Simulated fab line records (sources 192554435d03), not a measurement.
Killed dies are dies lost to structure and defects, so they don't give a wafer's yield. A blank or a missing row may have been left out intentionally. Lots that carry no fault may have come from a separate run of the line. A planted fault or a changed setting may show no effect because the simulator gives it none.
fab line records :: flow n5_finfet
record:
  lots: 4
  wafers: 12
  last_day: 16
route steps=1938 shown BEOL_M7@1308 BEOL_M8@1332 PASSIVATION@1936
lots that met no fault: from a run of the same line without faults
start_h: start of the lot's first displayed wafer, in hours after the record's first day :: wait_h: time in hours since the lot's previous step :: " unchanged from the row above :: L1.1+2: several wafers, shown together as one row :: - no value, or no start given :: * or withheld: withheld :: < > ~ a bound
route shown NAME@n: NAME is a module with steps in the file, n the number in the route of the first one :: usual: mean/standard deviation taken from wafers without a fault :: same: alike in all rows :: chamber/n: place in a boat :: sites: each site's reading :: _std_site: their standard deviation :: _edge_site: inner sites' mean taken away from outer sites' mean :: radius_mm: how far each site lies from the wafer's centre :: mask NAME#n: copy n :: behind: tool/chamber where the wafer was last shaped :: hold: why the lot was held/for how many hours/how that ended :: device: names the non-switching transistor (n, p or np) :: end of line: tests run on the same wafers once the route is complete :: a step without rows: its recipe alone :: killed: not the wafer's yield, but the dies lost to structure and defects at the first sort :: map: per-die view of a wafer (x killed, . not killed, _ where there is no die)
set.NAME: the setting as run; set.NAME@STEP: as run at that earlier step :: model.NAME: the simulator's own value behind a step, which no gauge read
lots seen at some steps along the route; tables by step, rows by wafer
services: when a tool's chamber went out of use (start_h, in hours from the record's first day, below 0 if earlier), for how many hours, and the reason
== steps ==
step: N5_BEOL_M7_TRENCH_ETCH_37
recipe:
  chemistry: C4F6/O2
  target_depth_a: 934.78
  target: SiCOH_lowk
  time_s: 31.2
  ion_energy_ev: 250
  pressure_mtorr: 30
  source_w: 345
  bias_w: 185
  Ar_flow_sccm: 300
  C4F6_flow_sccm: 10
  O2_flow_sccm: 10
step: N5_BEOL_M7_ETCH_41
recipe:
  chemistry: CH3F/O2
  target: SiCN
  target_depth_a: 319
  taper_deg: 2
  time_s: 57.8
  ion_energy_ev: 120
  mask_material: TiN
  pressure_mtorr: 30
  source_w: 395
  bias_w: 75
  Ar_flow_sccm: 150
  CH3F_flow_sccm: 30
  O2_flow_sccm: 20
step: N5_BEOL_M7_STRIP_80
recipe:
  chemistry: N2/H2
  time_s: 10
  power_w: 450
  temp_c: 40
  pressure_mtorr: 20
  rf_frequency_hz: 6e+07
  bias_power_w: 7
  n2_flow_sccm: 200
  h2_flow_sccm: 200
step: N5_BEOL_M7_HM_STRIP_39
recipe:
  chemistry: peroxide_tin_strip
  material: TiN
  target_depth_a: 250
  temp_c: 50
  time_s: 158
step: N5_BEOL_M7_SRD_40
recipe:
  time_s: 30
  temp_c: 23
  rinse_liquid: diw
  dry: ipa_marangoni
step: N5_BEOL_M7_PRECLEAN_42
recipe:
  chemistry: residue_remover
  time_s: 60
  temp_c: 40
step: N5_BEOL_M7_SRD_43
recipe:
  time_s: 30
  temp_c: 23
  rinse_liquid: diw
  dry: ipa_marangoni
step: N5_BEOL_M7_CURE_75
recipe:
  temp_c: 370
  time_s: 120
  ambient: DMADMS/He
  material: SiCOH_lowk
step: N5_BEOL_M7_DEGAS_44
recipe:
  ambient: vacuum
  temp_c: 250
  time_s: 60
step: N5_BEOL_M7_PRE_CLEAN_45
recipe:
  gas: H2/He
  time_s: 30
  temp_c: 250
step: N5_BEOL_M7_ALD_77
recipe:
  material: TaN
  target_thk_a: 20
  temp_c: 275
  ald_precursor_family: PDMAT
  ald_co_reactant: NH3
  pressure_torr: 3
  carrier_flow_sccm: 1500
  pulse_time_s: 2
  purge_time_s: 3
  co_reactant_purge_time_s: 2
  co_reactant_pulse_time_s: 3
  ald_cycles: 40
  precursor_vessel_temp_c: 75
  precursor_vessel_pressure_torr: 26.25
  precursor_vessel_carrier_sccm: 1000
usual:
  heater_power_w: 420/24
  mfc_carrier_sccm: 1500/4.5
same:
  ald_cycles: 40
lot.wafer: L331.2
tool: ald_metal-03
chamber: 2
start_h: 207.44
wait_h: 0.0
heater_power_w: 425
mfc_carrier_sccm: 1500

lot.wafer: L331.5
tool: ald_metal-03
chamber: 2
start_h: 207.44
wait_h: 0.0
heater_power_w: 415
mfc_carrier_sccm: 1496

lot.wafer: L331.6
tool: ald_metal-03
chamber: 3
start_h: 207.44
wait_h: 0.0
heater_power_w: 370
mfc_carrier_sccm: 1500

lot.wafer: L342.2
tool: ald_metal-04
chamber: 3
start_h: 266.10
wait_h: 0.1
heater_power_w: 403
mfc_carrier_sccm: 1493

lot.wafer: L342.3
tool: ald_metal-04
chamber: 2
start_h: 266.10
wait_h: 0.1
heater_power_w: 453
mfc_carrier_sccm: 1492

lot.wafer: L342.6
tool: ald_metal-04
chamber: 3
start_h: 266.10
wait_h: 0.1
heater_power_w: 406
mfc_carrier_sccm: 1492

lot.wafer: L345.3
tool: ald_metal-03
chamber: 0
start_h: 294.71
wait_h: 0.0
heater_power_w: 446
mfc_carrier_sccm: 1507

lot.wafer: L345.4
tool: ald_metal-03
chamber: 1
start_h: 294.71
wait_h: 0.0
heater_power_w: 422
mfc_carrier_sccm: 1507

lot.wafer: L345.5
tool: ald_metal-03
chamber: 2
start_h: 294.71
wait_h: 0.0
heater_power_w: 409
mfc_carrier_sccm: 1500

lot.wafer: L349.1
tool: ald_metal-03
chamber: 3
start_h: 321.90
wait_h: 0.2
heater_power_w: 372
mfc_carrier_sccm: 1504

lot.wafer: L349.3
tool: ald_metal-03
chamber: 1
start_h: 321.90
wait_h: 0.2
heater_power_w: 425
mfc_carrier_sccm: 1504

lot.wafer: L349.6
tool: ald_metal-03
chamber: 2
start_h: 321.90
wait_h: 0.2
heater_power_w: 412
mfc_carrier_sccm: 1505
step: N5_BEOL_M7_SURFACE_TREAT_79
recipe:
  gas: Ar
  time_s: *
  ion_energy_ev: *
  ion_current_ma_cm2: 0.5
  pressure_mtorr: *
  ar_flow_sccm: 30
step: N5_BEOL_M7_CVD_78
recipe:
  material: Co
  target_thk_a: 20
  temp_c: withheld
  precursor: CCTBA/H2
  pressure_torr: 30
  time_s: 142.3
step: N5_BEOL_M7_SPUTTER_48
recipe:
  material: Cu
  target_thk_a: 100
  temp_c: -20
  bias_v: 60
  power_w: 26000
  chamber_pressure_pa: 0.13
  time_s: 1.667
step: N5_BEOL_M7_ECD_50
recipe:
  material: Cu
  target_thk_a: 3000
step: N5_BEOL_M7_ANNEAL_51
recipe:
  temp_c: 225
  time_s: 90
  ambient: N2
step: N5_BEOL_M7_CMP_52
recipe:
  stop_on: SiCOH_lowk
  t_overpolish_s: 6.9
  down_force_psi: 1
  platen_rpm: 50
  clearing_platen_down_force_psi: 1.5
  clearing_platen_rpm: 50
  post_cmp_clean: cu_alkaline
  target_thk_nm: 80
  clearing_platen_pad_velocity_m_s: 0.99484
  pad_velocity_m_s: 0.99484
step: N5_BEOL_M7_PRE_CLEAN_55
recipe:
  gas: NH3
  time_s: 15
  temp_c: withheld
  rf_power_w: 300
step: N5_BEOL_M7_DEP_56
recipe:
  material: SiCN
  target_thk_a: 100
  temp_c: withheld
  precursor: 3MS/NH3
  pressure_torr: 3
  rf_w: 202
  time_s: 17.5
step: N5_BEOL_M8_ILD_DEP_00
recipe:
  material: SiCOH_lowk
  target_thk_a: 1797.5
  temp_c: 300
  precursor: DEMS/porogen
  pressure_torr: 5
  rf_w: 500
  time_s: 33.4
step: N5_BEOL_M8_CURE_74
recipe:
  temp_c: 385
  time_s: 240
  ambient: He/Ar
  material: SiCOH_lowk
step: N5_BEOL_M8_PECVD_70
recipe:
  material: SiO2
  target_thk_a: 200
  temp_c: 400
  precursor: TEOS/O2
  pressure_torr: 5.5
  rf_w: 450
  teos_flow_sccm: 53.8
  gas: O2
  flow_sccm: 3000
  time_s: 22.7
step: N5_BEOL_M8_HM_DEP_02
recipe:
  material: TiN
  target_thk_a: 200
  temp_c: 25
  chamber_pressure_pa: 0.49996
step: N5_BEOL_M8_COAT_59
recipe:
  resist: SOC
  temp_c: 250
  time_s: 60
  spin_rpm: 1500
  resist_thk_nm: 100
step: N5_BEOL_M8_COAT_60
recipe:
  resist: SiARC
  temp_c: 220
  time_s: 60
  spin_rpm: 1500
  resist_thk_nm: 35
step: N5_BEOL_M8_COAT_05
recipe:
  resist: CAR-ArF
  spin_rpm: 1500
  resist_thk_nm: 90
step: N5_BEOL_M8_EBR_07
recipe:
  solvent: PGMEA
  ebr_width_mm: 1.5
step: N5_BEOL_M8_SOFTBAKE_06
recipe:
  temp_c: 110
  time_s: 60
  resist: CAR-ArF
step: N5_BEOL_M8_EXPOSE_08
recipe:
  mask_id: M8
  na: 1.35
  source_shape: dipole
  sigma_inner: 0.817
  sigma_outer: 0.97
  polarization: te
  dose_mj: 68.25
step: N5_BEOL_M8_PEB_09
recipe:
  peb_temp_c: withheld
  peb_time_s: 60
  resist: CAR-ArF
step: N5_BEOL_M8_DEVELOP_10
recipe:
  develop_time_s: 30
  developer: TMAH
  resist: CAR-ArF
  rinse_liquid: diw
  dry: air_spin
  dev_temp_c: 23
step: N5_BEOL_M8_DESCUM_16
recipe:
  chemistry: O2
  time_s: 7.9
  source_power_w: 50
  bias_power_w: 20
  pressure_mtorr: 20
  rf_frequency_hz: 2.712e+07
  temp_c: 40
  resist: CAR-ArF
  o2_flow_sccm: 225
step: N5_BEOL_M8_ETCH_61
recipe:
  chemistry: CF4
  target: SiARC
  target_depth_a: 455
  mask_material: CAR-ArF
  time_s: 75.8
  ion_energy_ev: 80
  pressure_mtorr: 40
  source_w: 545
  bias_w: 36
  Ar_flow_sccm: 100
  cf4_flow_sccm: 100
  ends: cleared
step: N5_PASSIVATION_PROBE_49
usual:
  defect_limited_yield: 91.5/1.5
  killed_at_M0_to_M3: 33/9.9
  killed_at_M4_up: 14/5.2
  killed_at_contacts: 11/5.2
  killed_at_front_end: 38/10
  killed_at_other: 4/3.5
  killed_dies: 100/18
  killed_open: 66/14
  killed_short: 32/6.9
  sort_bin_5_function: 5.0/1
  sort_bin_6_memory: 3.1/0.69
  sort_n_pass: 1080/18
  sort_yield_pct: 91.5/1.5
same:
  gross_dies: 1180
  killed_at_back_side: 0
  sort_bin_4_leakage[%]: 0
  sort_bin_8_speed[%]: 0
lot.wafer: L331.2
tool: prober-02
chamber: -
start_h: 287.49
wait_h: 0.1
defect_limited_yield[%]: 92.5
killed_at_M0_to_M3: 28
killed_at_M4_up: 18
killed_at_contacts: 10
killed_at_front_end: 32
killed_at_other: 0
killed_dies: 88
killed_open: 60
killed_short: 28
sort_bin_5_function[%]: 4.3
sort_bin_6_memory[%]: 2.8
sort_n_pass: 1092
sort_yield_pct[%]: 92.5

lot.wafer: L331.5
tool: prober-02
chamber: -
start_h: 287.64
wait_h: 0.2
defect_limited_yield[%]: 93.0
killed_at_M0_to_M3: 25
killed_at_M4_up: 13
killed_at_contacts: 2
killed_at_front_end: 40
killed_at_other: 3
killed_dies: 83
killed_open: 57
killed_short: 26
sort_bin_5_function[%]: 3.5
sort_bin_6_memory[%]: 3.3
sort_n_pass: 1097
sort_yield_pct[%]: 93.0

lot.wafer: L331.6
tool: prober-02
chamber: -
start_h: 287.69
wait_h: 0.3
defect_limited_yield[%]: 92.5
killed_at_M0_to_M3: 31
killed_at_M4_up: 16
killed_at_contacts: 5
killed_at_front_end: 31
killed_at_other: 6
killed_dies: 89
killed_open: 59
killed_short: 29
sort_bin_5_function[%]: 5.0
sort_bin_6_memory[%]: 2.5
sort_n_pass: 1091
sort_yield_pct[%]: 92.5

lot.wafer: L345.4
tool: prober-01
chamber: -
start_h: 375.20
wait_h: 0.2
defect_limited_yield[%]: 83.1
killed_at_M0_to_M3: 31
killed_at_M4_up: 118
killed_at_contacts: 13
killed_at_front_end: 31
killed_at_other: 7
killed_dies: 200
killed_open: 65
killed_short: 26
sort_bin_5_function[%]: 11.5
sort_bin_6_memory[%]: 3.1
sort_n_pass: 980
sort_yield_pct[%]: 83.1

lot.wafer: L349.3
tool: prober-01
chamber: -
start_h: 392.20
wait_h: 0.1
defect_limited_yield[%]: 82.0
killed_at_M0_to_M3: 30
killed_at_M4_up: 119
killed_at_contacts: 15
killed_at_front_end: 48
killed_at_other: 0
killed_dies: 212
killed_open: 63
killed_short: 33
sort_bin_5_function[%]: 12.0
sort_bin_6_memory[%]: 4.0
sort_n_pass: 968
sort_yield_pct[%]: 82.0
killed by level:class
L331.2 BEOL_M3:geometric_particle:open=9 MOL_CONTACT_COAG:geometric_particle:open=8 STI_FIN_REVEAL:geometric_particle:open=7 FIN_SAQP:geometric_particle:short=6 BEOL_M1:geometric_particle:open=5 BEOL_M0_SAQP:geometric_particle:open=4 BEOL_M4:geometric_particle:open=4 FIN_SAQP:geometric_particle:open=3
L331.5 FIN_SAQP:geometric_particle:open=12 BEOL_M0_SAQP:geometric_particle:open=9 STI_FIN_REVEAL:geometric_particle:open=6 FIN_SAQP:geometric_particle:short=5 BEOL_M4:geometric_particle:open=5 STARTING-WAFER:geometric_particle:short=5 STI_FIN_REVEAL:geometric_particle:short=3 BEOL_M0_SAQP:geometric_particle:short=3
L331.6 STI_FIN_REVEAL:geometric_particle:open=11 FIN_SAQP:geometric_particle:short=9 BEOL_M0_SAQP:geometric_particle:open=8 BEOL_M3:geometric_particle:open=7 BEOL_M1:geometric_particle:open=5 FIN_SAQP:geometric_particle:open=4 MOL_CONTACT_COAG:geometric_particle:open=4 BEOL_M3:geometric_particle:short=4
L345.4 BEOL_M7:unspecified=105 MOL_CONTACT_COAG:geometric_particle:open=10 BEOL_M0_SAQP:geometric_particle:open=10 FIN_SAQP:geometric_particle:open=9 BEOL_M3:geometric_particle:open=8 FIN_SAQP:geometric_particle:short=7 STI_FIN_REVEAL:geometric_particle:open=5 BEOL_M0_SAQP:geometric_particle:short=5
L349.3 BEOL_M7:unspecified=114 FIN_SAQP:geometric_particle:open=15 MOL_CONTACT_COAG:geometric_particle:open=12 STI_FIN_REVEAL:geometric_particle:open=11 FIN_SAQP:geometric_particle:short=10 BEOL_M1:geometric_particle:open=8 BEOL_M0_SAQP:geometric_particle:short=6 BEOL_M3:geometric_particle:open=6
map L345.4 (x killed, . not)
_________________.........x..________________
______________..........x......._____________
___________.x......................__________
__________.........................._________
________........................x...xx_______
_______..........x......x.x.x.......x..______
______..................x..........x...._____
_____x......x.................xx.........____
____....x..x...............x..x.x.x.xx...x___
___.............................x....x.x...__
___.................x.x.......x..xxxxxxxxx.__
__...........................xxxxxxxxxx.xx.._
__...........................xxxxxxxxxxxxx.._
_x...........x.............x..xxxxxxxxxx.xx..
_.....x...x..............x....xxxxxxxxxxxx...
_.x..............x.........xx.xxxxxxxxxxxxx..
_.........x............x..xx...xxxxxxxxxxx...
_.........................x.....xxxxxxxxxx...
_...............................xx.xxxx....xx
_....x....x..........x............xx.x.x.....
_.x.x...............x......x........x...x....
__..x...................xx.x.......x.......x_
__x.......x..x.............x..............x._
___.x..............x................x..x.x.__
___.........x.........x.........x......x...__
____...........x.............x..x.........___
_____..............x......xx.x...........____
______.x...............................x_____
_______...x.....x......................______
________.x............................_______
__________......................x..._________
___________..x.........x....x......__________
______________x.............x..x_____________
_________________x...........________________
map L349.3 (x killed, . not)
_________________............________________
______________.x................_____________
___________.................xx.....__________
__________......x..........x.....x.._________
________......x......................x_______
_______x.......x.......x...............______
______.............x..........x.x...x..._____
_____..............x.x...x...........x...____
____..x.......x.x............xx....xxx..x.___
___.x...x.x.........x.....x.x.xxxx..xxxxx..__
___........................x....xxxxxx.x.x.__
__............x...............xxxxxxxxxxx..._
__..............x.............xxxxxxxxxxxxx._
_.......................x....xxxxxxxxxxxxxx..
_...x...................x.....xxxxxxxxxxxx.x.
_.............x.............x..xxxxxxxxxxx...
_.................xx.......x.xxxxxxxxxxxxx...
_..................x........x..xxxxx.xxxxx...
_.......x.xx...........x...x....xxxxx.x......
_x.x......x..x...............x....x.x......x.
_....x....x.......x.....x.........x.....xx...
__....x....................x................_
__...x...x.............................x...x_
___.........................x..............__
___.........x..........x.......x.........xx__
____x...................x..x...xx.........___
_____................x...................____
______x...........x..............x.x...x_____
_______....x........x......x..........x______
________..x......x..x.....x...x......x_______
__________.x........................_________
___________...................x....__________
______________................xx_____________
_________________............________________
== services ==
tool: ald_metal-03
chamber: -
start_h: 194.98
hours: 6.0
kind: pm

tool: ald_metal-04
chamber: 2
start_h: 200.17
hours: 26.2
kind: repair

tool: ald_metal-04
chamber: -
start_h: 213.44
hours: 14.6
kind: pm
== key ==
first_sign:
  step: N5_PASSIVATION_PROBE_49
  reading: killed_at_M4_up
  direction: up
  sigmas: 20
  usual: 14
  struck: 118
effect:
  step: N5_PASSIVATION_PROBE_49
  reading: defect_limited_yield
  direction: down
  sigmas: 5.9
  usual: 91.5
  struck: 82.5
more_kills_born_at:
  N5_BEOL_M7_ALD_77@ald_metal-03: 219
met_at N5_BEOL_M7_ALD_77
struck_wafers L345.4,L349.3
fault:
  kind: chamber_particle_source
  tool: ald_metal-03
  chamber: 1
  onset_h: 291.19
  steps: N5_BEOL_M7_ALD_77
  rate_per_visit_cm2: 0.60397
  end_h: 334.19
